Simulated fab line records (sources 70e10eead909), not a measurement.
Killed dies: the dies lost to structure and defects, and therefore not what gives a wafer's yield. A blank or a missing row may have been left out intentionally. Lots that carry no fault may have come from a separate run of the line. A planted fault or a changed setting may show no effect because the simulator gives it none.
Which tool is to blame? -- flow nand_harc -- 69 wafers from 23 lots sampled at 6 of the route's 1302 steps

WHAT EACH GAUGE READ, for each wafer
The record lacks any reading of a measuring or inspecting step that a usual standard deviation could be used to judge.

WHICH TOOL RAN EACH LOT (tool, then ch and the chambers of the sampled wafers, then the start)
lot,NHARC_A_STAIRCASE_CMP_472,NHARC_A_SGD_CUT_STRIP_17,NHARC_A_WL_FILL_ALD_19,NHARC_A_CONTACT_DESCUM_47,NHARC_A_CONTACT_ETCH_115,NHARC_A_CONTACT_ETCH_78
L074,"cmp-03 ch 0,2, day 19 01:16","rie_diel-10 ch 0,2, day 20 23:37 or earlier","ald_metal-03 ch 0,1, day 20 23:37","rie_diel-13 ch 1,2, day 21 06:28","har_cap_etch-01 ch 0,1, day 21 08:59","rie_diel-13 ch 2,3, no start"
L075,"cmp-03 ch 0,1,3, day 19 19:10","rie_diel-05 ch 2,3, day 21 22:03 or earlier","ald_metal-01 ch 1,3, day 21 22:03","rie_diel-13 ch 0,1,3, day 22 08:01","har_cap_etch-03 ch 0,1, day 22 10:31","rie_diel-04 ch 0,3, no start"
L077,"cmp-02 ch 1,2, day 19 19:16","rie_diel-11 ch 0,2,3, day 21 15:17 or earlier","ald_metal-02 ch 1,3, day 21 15:17","rie_diel-08 ch 1,2,3, day 21 22:00","har_cap_etch-02 ch 1, day 22 00:35","rie_diel-08 ch 0,1, no start"
L076,"cmp-02 ch 0,1,3, day 19 21:58","rie_diel-05 ch 1,3, day 21 17:49 or earlier","ald_metal-03 ch 0,1,3, day 21 17:49","rie_diel-13 ch 0,1,3, day 22 01:35","har_cap_etch-03 ch 0,1, day 22 04:10","rie_diel-13 ch 2,3, no start"
L079,"cmp-03 ch 0,1,2, day 20 17:15","rie_diel-10 ch 0,1,2, day 22 16:40 or earlier","ald_metal-01 ch 0,1,2, day 22 16:40","rie_diel-13 ch 1,2,3, day 23 01:37","har_cap_etch-03 ch 0,1, day 23 04:26","rie_diel-13 ch 0,2,3, no start"
L078,"cmp-04 ch 0,1,3, day 20 17:33","rie_diel-11 ch 0,1,2, day 22 13:22 or earlier","ald_metal-03 ch 0,1,2, day 22 13:22","rie_diel-08 ch 0,1, day 22 22:20","har_cap_etch-01 ch 0,1, day 23 00:59","rie_diel-13 ch 1,2,3, no start"
L080,"cmp-03 ch 1,2, day 21 10:34","rie_diel-10 ch 0,1,3, day 23 10:52 or earlier","ald_metal-03 ch 0,3, day 23 10:52","rie_diel-13 ch 0,2,3, day 23 18:58","har_cap_etch-03 ch 0,1, day 23 21:33","rie_diel-04 ch 1,3, no start"
L081,"cmp-04 ch 0,2,3, day 21 10:43","rie_diel-11 ch 0,2,3, day 23 10:50 or earlier","ald_metal-02 ch 0,2,3, day 23 10:50","rie_diel-13 ch 0,2,3, day 23 17:26","har_cap_etch-02 ch 0,1, day 23 19:58","rie_diel-13 ch 0,2,3, no start"
L082,"cmp-03 ch 0,2,3, day 22 04:41","rie_diel-05 ch 0,3, day 24 01:58 or earlier","ald_metal-03 ch 0,2, day 24 01:58","rie_diel-08 ch 1,3, day 24 13:38","har_cap_etch-03 ch 0,1, day 24 16:13","rie_diel-04 ch 0,1,2, no start"
L083,"cmp-04 ch 2,3, day 22 04:58","rie_diel-11 ch 2,3, day 24 01:55 or earlier","ald_metal-02 ch 0,2, day 24 01:55","rie_diel-13 ch 0,2, day 24 13:30","har_cap_etch-01 ch 0,1, day 24 16:26","rie_diel-13 ch 0,2,3, no start"
L084,"cmp-03 ch 0,3, day 23 10:59","rie_diel-10 ch 0,3, day 25 08:11 or earlier","ald_metal-02 ch 1,2,3, day 25 08:11","rie_diel-04 ch 0,2,3, day 25 15:01","har_cap_etch-01 ch 0,1, day 25 17:33","rie_diel-04 ch 0,1, no start"
L085,"cmp-03 ch 0,1,2, day 23 12:59","rie_diel-11 ch 0,3, day 25 08:08 or earlier","ald_metal-03 ch 0,1, day 25 08:08","rie_diel-08 ch 1,2, day 25 14:42","har_cap_etch-03 ch 0,1, day 25 17:35","rie_diel-13 ch 1,2,3, no start"
L087,"cmp-04 ch 0,1,3, day 24 15:36","rie_diel-10 ch 0,3, day 26 14:05 or earlier","ald_metal-01 ch 0,3, day 26 14:05","rie_diel-13 ch 2,3, day 26 21:23","har_cap_etch-03 ch 0,1, day 26 23:57","rie_diel-08 ch 1,2,3, no start"
L089,"cmp-02 ch 0,2,3, day 25 04:14","rie_diel-05 ch 0,1,2, day 27 03:40 or earlier","ald_metal-03 ch 0,2,3, day 27 03:40","rie_diel-13 ch 1,2, day 27 10:22","har_cap_etch-03 ch 1, day 27 13:20","rie_diel-13 ch 0,2,3, no start"
L088,"cmp-03 ch 1,3, day 25 04:22","rie_diel-10 ch 1,2,3, day 27 03:40 or earlier","ald_metal-02 ch 0,1,2, day 27 03:40","rie_diel-13 ch 0,1,2, day 27 10:32","har_cap_etch-02 ch 0,1, day 27 14:01","rie_diel-08 ch 0,1,3, no start"
L091,"cmp-04 ch 0,2,3, day 25 16:01","rie_diel-11 ch 0,1, day 27 13:55 or earlier","ald_metal-03 ch 0,1,2, day 27 13:55","rie_diel-08 ch 0,3, day 27 20:47","har_cap_etch-02 ch 0, day 27 23:20","rie_diel-08 ch 1,2,3, no start"
L090,"cmp-02 ch 0,1,3, day 25 16:16","rie_diel-10 ch 0,1,2, day 27 13:52 or earlier","ald_metal-02 ch 0,1,2, day 27 13:52","rie_diel-13 ch 1,3, day 27 20:29","har_cap_etch-03 ch 0,1, day 27 23:20","rie_diel-13 ch 1,3, no start"
L092,"cmp-04 ch 1,3, day 25 16:48","rie_diel-11 ch 2,3, day 27 13:55 or earlier","ald_metal-01 ch 0,2,3, day 27 13:55","rie_diel-04 ch 1,2,3, day 27 20:58","har_cap_etch-01 ch 1, day 27 23:53","rie_diel-13 ch 1,3, no start"
L093,"cmp-04 ch 1,2, day 26 21:10","rie_diel-05 ch 0,2, day 28 22:58 or earlier","ald_metal-02 ch 0,1,3, day 28 22:58","rie_diel-13 ch 0,2,3, day 29 07:35","har_cap_etch-01 ch 0,1, day 29 10:11","rie_diel-04 ch 0,2,3, no start"
L094,"cmp-03 ch 0,3, day 27 07:53","rie_diel-10 ch 0,2, day 29 06:49 or earlier","ald_metal-01 ch 0,1, day 29 06:49","rie_diel-08 ch 0,1,3, day 29 13:37","har_cap_etch-03 ch 0,1, day 29 16:31","rie_diel-04 ch 0,1,3, no start"
L095,"cmp-03 ch 2,3, day 27 17:58","rie_diel-05 ch 0,1, day 29 16:49 or earlier","ald_metal-01 ch 0,1, day 29 16:49","rie_diel-13 ch 0,1, day 29 23:32","har_cap_etch-01 ch 0,1, day 30 02:04","rie_diel-04 ch 0,3, no start"
L096,"cmp-03 ch 0,2,3, day 28 21:32","rie_diel-10 ch 1,2,3, day 30 18:03 or earlier","ald_metal-03 ch 0,1,2, day 30 18:03","rie_diel-13 ch 0,2,3, day 31 00:41","har_cap_etch-03 ch 0,1, day 31 03:16","rie_diel-04 ch 0,1, no start"
L097,"cmp-04 ch 0,2,3, day 29 00:58","rie_diel-10 ch 0,1,2, day 30 17:59 or earlier","ald_metal-02 ch 0,1,2, day 30 17:59","rie_diel-08 ch 0,2,3, day 31 00:51","har_cap_etch-02 ch 0,1, day 31 03:42","rie_diel-13 ch 0,2, no start"
- NHARC_A_STAIRCASE_CMP_472: polishes SiO2.
- NHARC_A_SGD_CUT_STRIP_17: strips in O2.
- NHARC_A_WL_FILL_ALD_19: deposits TiN, target thk 2 nm, pulse time 3 s, ald cycles 100.
- NHARC_A_CONTACT_DESCUM_47: chemistry O2, time 3 s.
- NHARC_A_CONTACT_ETCH_115: etches the open film in C4F8/O2/Ar, time 190 s, target depth 1850 nm.
- NHARC_A_CONTACT_ETCH_78: etches the open film in O2/COS, target depth 5300 nm, time 1378 s.

AS READ BY THE TOOLS THEMSELVES (means over the sampled wafers that have a number; for cases with no such wafer, the mark the record gives instead)
NHARC_A_STAIRCASE_CMP_472.
lot,tool,motor_current_A (A),pad_life_wafers
L074,cmp-03,12.1,301
L075,cmp-03,11.9,379
L077,cmp-02,12.5,78
L076,cmp-02,11.4,98
L079,cmp-03,11.6,49
L078,cmp-04,11.6,266
L080,cmp-03,11.3,109
L081,cmp-04,11.3,338
L082,cmp-03,12.0,188
L083,cmp-04,10.9,8
L084,cmp-03,11.9,314
L085,cmp-03,11.8,332
L087,cmp-04,12.2,231
L089,cmp-02,12.8,188
L088,cmp-03,10.5,97
L091,cmp-04,11.2,338
L090,cmp-02,11.5,259
L092,cmp-04,12.7,344
L093,cmp-04,10.3,50
L094,cmp-03,11.6,330
L095,cmp-03,10.8,372
L096,cmp-03,12.0,38
L097,cmp-04,11.4,266

NHARC_A_SGD_CUT_STRIP_17.
lot,tool,chamber_pressure_mTorr (mTorr),drypump_motor_current_A (A),oes_product_au (a.u.),rf_vpp_V (V),showerhead_plenum_p_Torr (Torr),throttle_valve_pct (%)
L074,rie_diel-10,60.02,5.37,1.004,57.4,3.44,17.035
L075,rie_diel-05,59.99,5.58,1.011,57.4,3.40,17.042
L077,rie_diel-11,59.99,5.57,1.004,58.1,3.63,17.039
L076,rie_diel-05,59.90,5.63,1.006,57.2,3.43,17.036
L079,rie_diel-10,59.98,5.40,1.005,58.3,3.55,17.034
L078,rie_diel-11,60.02,5.58,1.009,59.4,3.63,17.040
L080,rie_diel-10,59.99,5.45,1.001,57.8,3.56,17.033
L081,rie_diel-11,60.02,5.57,1.006,57.9,3.63,17.027
L082,rie_diel-05,60.04,5.48,1.007,57.9,3.44,17.033
L083,rie_diel-11,59.98,5.48,1.005,58.2,3.68,17.033
L084,rie_diel-10,60.04,5.27,0.988,56.5,3.43,17.036
L085,rie_diel-11,60.02,5.82,1.012,57.7,3.64,17.037
L087,rie_diel-10,59.97,5.46,0.997,57.8,3.48,17.036
L089,rie_diel-05,59.98,5.78,1.005,57.8,3.40,17.031
L088,rie_diel-10,60.03,5.61,1.011,58.0,3.59,17.030
L091,rie_diel-11,60.03,5.82,0.993,57.1,3.63,17.041
L090,rie_diel-10,59.99,5.42,1.006,58.1,3.54,17.036
L092,rie_diel-11,60.00,5.50,1.011,58.5,3.68,17.033
L093,rie_diel-05,59.95,5.74,0.999,56.9,3.37,17.038
L094,rie_diel-10,59.96,5.38,1.013,57.4,3.44,17.037
L095,rie_diel-05,60.01,5.67,1.012,56.3,3.44,17.036
L096,rie_diel-10,60.03,5.60,1.013,58.9,3.58,17.034
L097,rie_diel-10,60.04,5.41,1.005,57.6,3.54,17.039

NHARC_A_WL_FILL_ALD_19.
lot,tool,heater_power_w (W),precursor_pulse_height_rel
L074,ald_metal-03,1221,1.000
L075,ald_metal-01,1042,0.999
L077,ald_metal-02,1120,1.005
L076,ald_metal-03,1121,0.995
L079,ald_metal-01,1008,1.013
L078,ald_metal-03,1179,1.000
L080,ald_metal-03,1197,1.013
L081,ald_metal-02,1065,0.978
L082,ald_metal-03,1255,0.983
L083,ald_metal-02,1047,0.992
L084,ald_metal-02,1114,1.034
L085,ald_metal-03,1093,0.989
L087,ald_metal-01,1071,1.000
L089,ald_metal-03,1178,0.989
L088,ald_metal-02,1064,0.988
L091,ald_metal-03,1162,1.009
L090,ald_metal-02,1076,0.999
L092,ald_metal-01,1042,1.011
L093,ald_metal-02,1087,0.990
L094,ald_metal-01,1077,1.008
L095,ald_metal-01,1073,0.984
L096,ald_metal-03,1174,1.005
L097,ald_metal-02,1059,1.003

NHARC_A_CONTACT_DESCUM_47.
lot,tool,chamber_pressure_mTorr (mTorr),drypump_motor_current_A (A),oes_product_au (a.u.),rf_vpp_V (V),showerhead_plenum_p_Torr (Torr),throttle_valve_pct (%)
L074,rie_diel-13,59.99,5.7,0.989,57.5,1.89,11.310
L075,rie_diel-13,59.99,5.8,1.001,57.7,1.95,11.313
L077,rie_diel-08,60.00,5.8,1.003,57.6,2.00,11.312
L076,rie_diel-13,59.99,5.8,1.005,57.9,1.95,11.315
L079,rie_diel-13,60.04,5.4,0.987,58.1,1.93,11.310
L078,rie_diel-08,60.00,6.0,1.002,57.6,2.00,11.310
L080,rie_diel-13,60.00,5.4,0.998,57.9,1.93,11.314
L081,rie_diel-13,60.01,5.4,0.987,57.9,1.93,11.305
L082,rie_diel-08,59.97,5.8,0.998,58.3,2.04,11.314
L083,rie_diel-13,59.98,5.2,1.007,56.9,1.88,11.319
L084,rie_diel-04,59.98,6.0,0.996,57.8,1.91,11.313
L085,rie_diel-08,60.01,5.7,0.989,58.2,1.95,11.313
L087,rie_diel-13,60.03,5.0,0.998,58.3,1.91,11.318
L089,rie_diel-13,60.02,5.7,0.993,57.9,1.88,11.310
L088,rie_diel-13,59.96,5.7,0.987,57.2,1.90,11.306
L091,rie_diel-08,60.02,6.1,0.995,58.5,1.95,11.307
L090,rie_diel-13,59.97,5.8,0.986,58.0,1.93,11.309
L092,rie_diel-04,59.97,5.9,0.998,57.0,1.85,11.320
L093,rie_diel-13,59.98,5.4,0.998,57.6,1.93,11.305
L094,rie_diel-08,60.04,6.0,0.998,57.2,1.99,11.305
L095,rie_diel-13,59.99,6.1,1.001,57.5,1.92,11.308
L096,rie_diel-13,60.01,5.4,1.003,58.3,1.93,11.310
L097,rie_diel-08,59.91,5.9,0.995,58.1,1.94,11.321

NHARC_A_CONTACT_ETCH_115.
lot,tool,chamber_pressure_mTorr (mTorr)
L074,har_cap_etch-01,19.999
L075,har_cap_etch-03,19.996
L077,har_cap_etch-02,20.014
L076,har_cap_etch-03,20.003
L079,har_cap_etch-03,20.004
L078,har_cap_etch-01,20.011
L080,har_cap_etch-03,19.999
L081,har_cap_etch-02,19.999
L082,har_cap_etch-03,20.010
L083,har_cap_etch-01,19.989
L084,har_cap_etch-01,19.994
L085,har_cap_etch-03,19.985
L087,har_cap_etch-03,19.976
L089,har_cap_etch-03,19.996
L088,har_cap_etch-02,20.011
L091,har_cap_etch-02,19.990
L090,har_cap_etch-03,20.016
L092,har_cap_etch-01,20.007
L093,har_cap_etch-01,20.000
L094,har_cap_etch-03,20.006
L095,har_cap_etch-01,20.017
L096,har_cap_etch-03,19.994
L097,har_cap_etch-02,19.994

NHARC_A_CONTACT_ETCH_78.
lot,tool,chamber_pressure_mTorr (mTorr),drypump_motor_current_A (A),oes_product_au (a.u.),rf_vpp_V (V),showerhead_plenum_p_Torr (Torr),throttle_valve_pct (%)
L074,rie_diel-13,20.016,5.2,1.007,316.4,3.19,28.334
L075,rie_diel-04,19.992,6.2,0.985,315.5,3.20,28.329
L077,rie_diel-08,19.992,6.0,1.010,315.3,3.26,28.330
L076,rie_diel-13,20.001,5.1,0.987,314.9,3.19,28.333
L079,rie_diel-13,19.999,5.5,1.000,315.0,3.15,28.327
L078,rie_diel-13,20.006,5.4,0.990,314.7,3.14,28.330
L080,rie_diel-04,19.999,6.1,0.995,315.0,3.10,28.334
L081,rie_diel-13,19.988,5.4,1.001,315.0,3.15,28.324
L082,rie_diel-04,20.006,5.9,1.000,313.8,3.10,28.325
L083,rie_diel-13,20.004,5.4,1.003,315.0,3.15,28.330
L084,rie_diel-04,19.994,6.0,1.006,315.0,3.15,28.328
L085,rie_diel-13,20.011,5.5,0.987,314.5,3.13,28.331
L087,rie_diel-08,20.000,5.8,1.004,315.6,3.24,28.334
L089,rie_diel-13,19.989,5.4,0.991,315.1,3.14,28.334
L088,rie_diel-08,19.972,6.0,1.011,316.2,3.24,28.326
L091,rie_diel-08,20.008,5.8,0.992,316.3,3.23,28.337
L090,rie_diel-13,20.001,5.6,0.989,315.7,3.20,28.330
L092,rie_diel-13,19.987,5.6,0.995,315.0,3.21,28.329
L093,rie_diel-04,19.994,6.0,1.009,314.4,3.10,28.326
L094,rie_diel-04,20.005,6.1,1.001,314.1,3.15,28.330
L095,rie_diel-04,19.980,6.1,1.007,315.1,3.17,28.326
L096,rie_diel-04,20.009,6.0,0.999,314.4,3.13,28.334
L097,rie_diel-13,20.007,5.7,1.009,313.3,3.10,28.338

THE ANSWER, worked out from the rows above alone
Rule: what is usual is taken from the lots themselves. The widest of any qualifying gaps counts: lots, ordered by their means at a reading, are off when they make up no more than a third of the lots, leave a main group of 4 or more, and stand apart from it by 3 or more times the standard deviation of that group's means. A main group is skipped when, at the precision printed for the reading in the tables above, its means are all equal. Also off: a lot with no number at a reading for which 4 or more lots have one. All remaining lots with rows at the step are treated as sound. Order of review: gauges by route order, followed by the tools' own readings, for which a lot's mean as printed above is used. At the first step where some lot is off, the reading lying furthest off is the one used; lots without a number count as furthest.
Across all readings shown, no lot is off: no conclusion can be drawn from this.

WHAT THE SIMULATOR PUT IN
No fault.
